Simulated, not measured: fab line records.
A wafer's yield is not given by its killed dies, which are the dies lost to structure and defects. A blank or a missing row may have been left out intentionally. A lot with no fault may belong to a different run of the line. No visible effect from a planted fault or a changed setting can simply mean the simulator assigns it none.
The tool behind it: which one? + flow n5_finfet + 24 wafers from 8 lots sampled at 6 of the route's 1938 steps

== WHAT EACH GAUGE READ, for each wafer ==
N5_BEOL_M4_RC_MEAS_101. Usual: DIBL_N 35.9 mV/V, standard deviation 1.9; DIBL_P 35.8 mV/V, standard deviation 2.4; IOFF_N 0.15 nA/um, standard deviation 0.031; IOFF_P 0.21 nA/um, standard deviation 0.037; ION_N 672 uA/um, standard deviation 13; ION_P 462 uA/um, standard deviation 8.3; SS_N 71.5 mV/dec, standard deviation 0.72; SS_P 73.2 mV/dec, standard deviation 0.67; VT_N 250 mV, standard deviation 3.4; VT_P -250 mV, standard deviation 3.4.
| lot  | measured     | on        | DIBL_N (mV/V)  | DIBL_P (mV/V)  | IOFF_N (nA/um) | IOFF_P (nA/um) | ION_N (uA/um) | ION_P (uA/um) | SS_N (mV/dec)  | SS_P (mV/dec)  | VT_N (mV)   | VT_P (mV)      | flag |
|------|--------------|-----------|----------------|----------------|----------------|----------------|---------------|---------------|----------------|----------------|-------------|----------------|------|
| L589 | day 7 22:57  | prober-02 | 37.0 36.5 36.5 | 37.6 35.3 36.1 | 0.15 0.13 0.13 | 0.22 0.18 0.19 | 676 657 660   | 466 450 457   | 71.2 71.2 71.4 | 73.8 73.2 72.7 | 250 253 252 | -250 -253 -251 |      |
| L594 | day 9 11:07  | prober-01 | 35.0 32.6 31.7 | 36.6 33.3 31.5 | 0.16 0.12 0.10 | 0.20 0.16 0.14 | 679 660 651   | 461 455 448   | 71.9 71.3 71.0 | 73.5 72.5 72.5 | 250 253 256 | -252 -255 -254 |      |
| L595 | day 9 12:15  | prober-02 | 35.1 37.4 38.2 | 36.0 37.4 37.8 | 0.15 0.18 0.18 | 0.20 0.23 0.24 | 675 683 668   | 460 466 467   | 71.0 71.9 73.1 | 73.3 74.1 73.8 | 249 248 248 | -250 -251 -249 |      |
| L596 | day 9 11:01  | prober-02 | 35.9 33.1 36.3 | 36.7 32.7 36.9 | 0.16 0.11 0.17 | 0.22 0.16 0.22 | 684 657 678   | 462 456 460   | 70.7 70.2 71.2 | 73.4 71.7 73.2 | 248 252 247 | -252 -254 -248 |      |
| L605 | day 12 00:47 | prober-01 | 35.6 34.8      | 35.1 35.6      | 0.14 0.13      | 0.19 0.20      | 669 666       | 460 461       | 70.4 71.4      | 73.2 72.9      | 252 254     | -250 -251      |      |
| L609 | day 13 07:49 | prober-01 | 37.3 35.4 35.8 | 37.4 36.2 35.8 | 0.19 0.16 0.17 | 0.26 0.23 0.23 | 682 676 688   | 470 472 471   | 71.5 70.8 70.9 | 73.0 73.6 72.9 | 244 247 247 | -246 -248 -248 |      |
| L611 | day 13 22:01 | prober-01 | 38.1 37.9 35.8 | 39.6 38.2 37.0 | 0.19 0.18 0.15 | 0.26 0.23 0.20 | 677 696 674   | 462 474 464   | 72.5 72.1 71.2 | 74.5 74.2 74.0 | 246 249 251 | -246 -248 -251 |      |
| L612 | day 14 01:53 | prober-02 | 34.6 36.8 36.9 | 33.6 35.7 35.7 | 0.13 0.17 0.16 | 0.20 0.23 0.23 | 674 690 682   | 473 475 473   | 70.6 71.4 71.3 | 72.7 73.0 72.5 | 250 249 253 | -251 -247 -247 |      |

== WHICH TOOL RAN EACH LOT (tool, then ch and the chambers of the sampled wafers, then the start) ==
| lot  | N5_SPACER0_ALD_00                | N5_SD_EPI_N_VAPOR_ETCH_50      | N5_SD_EPI_P_ETCH_37               | N5_SD_EPI_P_ETCHBACK_46           | N5_SD_EPI_P_STRIP_40                |
|------|----------------------------------|--------------------------------|-----------------------------------|-----------------------------------|-------------------------------------|
| L589 | ald_sin-02 ch 1,2,3, day 3 02:19 | epi_rpcvd-01 ch 0, day 3 05:07 | rie_diel-02 ch 0,2,3, day 3 08:08 | rie_diel-02 ch 0,2,3, day 3 08:28 | plasma_asher-01 ch 0,1, day 3 08:53 |
| L594 | ald_sin-02 ch 1,2,3, day 4 05:32 | epi_rpcvd-02 ch 0, day 4 08:17 | rie_diel-02 ch 0,1,3, day 4 12:05 | rie_diel-02 ch 0,1,3, day 4 12:25 | plasma_asher-01 ch 0,1, day 4 12:50 |
| L595 | ald_sin-03 ch 0,1,3, day 4 12:52 | epi_rpcvd-04 ch 0, day 4 15:20 | rie_diel-02 ch 1,3, day 4 18:59   | rie_diel-02 ch 1,3, day 4 19:19   | plasma_asher-02 ch 0,1, day 4 19:44 |
| L596 | ald_sin-03 ch 1,2,3, day 4 18:44 | epi_rpcvd-04 ch 0, day 4 21:08 | rie_diel-02 ch 1,2, day 5 00:25   | rie_diel-02 ch 1,2, day 5 00:44   | plasma_asher-01 ch 0,1, day 5 01:10 |
| L605 | ald_sin-04 ch 2,3, day 7 01:08   | epi_rpcvd-01 ch 0, day 7 03:39 | rie_diel-02 ch 0,2,3, day 7 07:14 | rie_diel-02 ch 0,2,3, day 7 07:34 | plasma_asher-01 ch 0,1, day 7 07:59 |
| L609 | ald_sin-04 ch 2,3, day 8 00:03   | epi_rpcvd-04 ch 0, day 8 02:31 | rie_diel-01 ch 0,1,3, day 8 06:01 | rie_diel-01 ch 0,1,3, day 8 06:20 | plasma_asher-02 ch 0,1, day 8 06:45 |
| L611 | ald_sin-02 ch 0,3, day 8 15:32   | epi_rpcvd-04 ch 0, day 8 18:17 | rie_diel-01 ch 2,3, day 8 21:34   | rie_diel-01 ch 2,3, day 8 21:53   | plasma_asher-01 ch 0,1, day 8 22:19 |
| L612 | ald_sin-02 ch 0,3, day 8 18:14   | epi_rpcvd-01 ch 0, day 8 20:40 | rie_diel-01 ch 0,2,3, day 8 23:34 | rie_diel-01 ch 0,2,3, day 8 23:53 | plasma_asher-01 ch 0,1, day 9 00:19 |
- N5_SPACER0_ALD_00: deposits SiOCN, target thk 3.5 nm, pulse time 3 s, purge time 2 s.
- N5_SD_EPI_N_VAPOR_ETCH_50: etches Si in HCl, time 54 s.
- N5_SD_EPI_P_ETCH_37: etches SOC in N2/H2, overetch 108 nm, time 486 s.
- N5_SD_EPI_P_ETCHBACK_46: etches SiNx in CH3F/O2, stops on SiO2, target depth 17.5 nm.
- N5_SD_EPI_P_STRIP_40: strips in N2/H2.

== AS READ BY THE TOOLS THEMSELVES (means over the sampled wafers that have a number; for cases with no such wafer, the mark the record gives instead) ==
N5_SPACER0_ALD_00. Usual: heater_power_w 864 W, standard deviation 65; precursor_pulse_height_rel 1.002, standard deviation 0.02.
| lot  | tool       | heater_power_w (W) | precursor_pulse_height_rel | flag |
|------|------------|--------------------|----------------------------|------|
| L589 | ald_sin-02 | 844                | 1.005                      |      |
| L594 | ald_sin-02 | 831                | 0.995                      |      |
| L595 | ald_sin-03 | 818                | 0.987                      |      |
| L596 | ald_sin-03 | 877                | 1.018                      |      |
| L605 | ald_sin-04 | 842                | 0.994                      |      |
| L609 | ald_sin-04 | 861                | 1.008                      |      |
| L611 | ald_sin-02 | 824                | 1.002                      |      |
| L612 | ald_sin-02 | 822                | 1.020                      |      |

N5_SD_EPI_N_VAPOR_ETCH_50. Usual: throttle_valve_pct 11.6 %, standard deviation 0.34.
| lot  | tool         | throttle_valve_pct (%) | flag |
|------|--------------|------------------------|------|
| L589 | epi_rpcvd-01 | 11.3                   |      |
| L594 | epi_rpcvd-02 | 11.7                   |      |
| L595 | epi_rpcvd-04 | 11.9                   |      |
| L596 | epi_rpcvd-04 | 11.9                   |      |
| L605 | epi_rpcvd-01 | 11.2                   |      |
| L609 | epi_rpcvd-04 | 11.9                   |      |
| L611 | epi_rpcvd-04 | 12.0                   |      |
| L612 | epi_rpcvd-01 | 11.2                   |      |

N5_SD_EPI_P_ETCH_37. Usual: drypump_motor_current_A 5.6 A, standard deviation 0.52; oes_product_au 0.70 a.u., standard deviation 0.057; rf_fwd_power_W 2994 W, standard deviation 8.8; rf_vpp_V 240.9 V, standard deviation 1.7; showerhead_plenum_p_Torr 2.57 Torr, standard deviation 0.12; throttle_valve_pct 23.87 %, standard deviation 0.28.
| lot  | tool        | drypump_motor_current_A (A) | oes_product_au (a.u.) | rf_fwd_power_W (W) | rf_vpp_V (V) | showerhead_plenum_p_Torr (Torr) | throttle_valve_pct (%) | flag |
|------|-------------|-----------------------------|-----------------------|--------------------|--------------|---------------------------------|------------------------|------|
| L589 | rie_diel-02 | 5.7                         | 0.75                  | 2993               | 239.9        | 2.53                            | 23.92                  |      |
| L594 | rie_diel-02 | 5.3                         | 0.72                  | 2991               | 241.8        | 2.55                            | 23.70                  |      |
| L595 | rie_diel-02 | 5.1                         | 0.71                  | 2999               | 241.3        | 2.51                            | 23.37                  |      |
| L596 | rie_diel-02 | 5.7                         | 0.70                  | 3002               | 237.8        | 2.36                            | 23.79                  |      |
| L605 | rie_diel-02 | 5.7                         | 0.71                  | 2751               | 248.4        | 2.52                            | 23.96                  | OFF  |
| L609 | rie_diel-01 | 5.7                         | 0.69                  | 2994               | 242.6        | 2.63                            | 24.10                  |      |
| L611 | rie_diel-01 | 5.1                         | 0.72                  | 2997               | 241.6        | 2.59                            | 23.92                  |      |
| L612 | rie_diel-01 | 5.4                         | 0.71                  | 3001               | 241.9        | 2.62                            | 23.95                  |      |

N5_SD_EPI_P_ETCHBACK_46. Usual: drypump_motor_current_A 5.6 A, standard deviation 0.52; oes_product_au 0.67 a.u., standard deviation 0.055; rf_vpp_V 296 V, standard deviation 5.8; showerhead_plenum_p_Torr 2.03 Torr, standard deviation 0.084; throttle_valve_pct 16.41 %, standard deviation 0.19.
| lot  | tool        | drypump_motor_current_A (A) | oes_product_au (a.u.) | rf_vpp_V (V) | showerhead_plenum_p_Torr (Torr) | throttle_valve_pct (%) | flag |
|------|-------------|-----------------------------|-----------------------|--------------|---------------------------------|------------------------|------|
| L589 | rie_diel-02 | 5.7                         | 0.72                  | 296          | 2.01                            | 16.47                  |      |
| L594 | rie_diel-02 | 5.3                         | 0.69                  | 298          | 2.02                            | 16.32                  |      |
| L595 | rie_diel-02 | 5.1                         | 0.68                  | 297          | 1.99                            | 16.15                  |      |
| L596 | rie_diel-02 | 5.7                         | 0.66                  | 297          | 1.88                            | 16.44                  |      |
| L605 | rie_diel-02 | 5.7                         | 0.57                  | 297          | 2.00                            | 16.51                  |      |
| L609 | rie_diel-01 | 5.7                         | 0.67                  | 296          | 2.06                            | 16.48                  |      |
| L611 | rie_diel-01 | 5.1                         | 0.69                  | 293          | 2.05                            | 16.50                  |      |
| L612 | rie_diel-01 | 5.4                         | 0.67                  | 294          | 2.07                            | 16.45                  |      |

N5_SD_EPI_P_STRIP_40. Usual: drypump_motor_current_A 5.6 A, standard deviation 0.62; heater_power_w 335 W, standard deviation 54; oes_product_au 0.761 a.u., standard deviation 0.011.
| lot  | tool            | drypump_motor_current_A (A) | heater_power_w (W) | oes_product_au (a.u.) | flag |
|------|-----------------|-----------------------------|--------------------|-----------------------|------|
| L589 | plasma_asher-01 | 6.0                         | 301                | 0.765                 |      |
| L594 | plasma_asher-01 | 6.0                         | 292                | 0.757                 |      |
| L595 | plasma_asher-02 | 5.2                         | 403                | 0.763                 |      |
| L596 | plasma_asher-01 | 6.0                         | 298                | 0.749                 |      |
| L605 | plasma_asher-01 | 6.0                         | 295                | 0.765                 |      |
| L609 | plasma_asher-02 | 5.4                         | 374                | 0.763                 |      |
| L611 | plasma_asher-01 | 6.0                         | 292                | 0.762                 |      |
| L612 | plasma_asher-01 | 6.0                         | 295                | 0.763                 |      |

== THE ANSWER, worked out from the rows above alone ==
Rule: a lot counts as off when the mean over its wafers that have a number is more than 3 standard deviations away from the usual mean. A lot without any number at a reading at which 4 lots or more have one is off too. The other lots that the step has rows for count as sound. First the gauges in route order, then the tools' own readings, where a lot's mean is used as printed above. The first step at which some lot is off is used, and at that step the reading that is off furthest; a lot without a number counts as furthest.
Off: L605 (N5_SD_EPI_P_ETCH_37, rf_fwd_power_W).
A tool fits if, at that step or a process step before it, it ran every lot that is off, and no sound lot after the first of them. One candidate fits, namely rie_diel-02 at N5_SD_EPI_P_ETCH_37. A fault onset in the window from L596 (day 5 00:25, its last sound lot) to L605 (day 7 07:14, its first lot off) fits.
On the lots that are off, the tool's own readings at N5_SD_EPI_P_ETCH_37 differ by more than 5 times the standard deviation of the sound lots' means, which bears it out; rf_fwd_power_W reads 2751 W there versus 2997 W on the sound lots.

== WHAT THE SIMULATOR HAD INSERTED ==
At N5_SD_EPI_P_ETCH_37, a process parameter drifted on rie_diel-02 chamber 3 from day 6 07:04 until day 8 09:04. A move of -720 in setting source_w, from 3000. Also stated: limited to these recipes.
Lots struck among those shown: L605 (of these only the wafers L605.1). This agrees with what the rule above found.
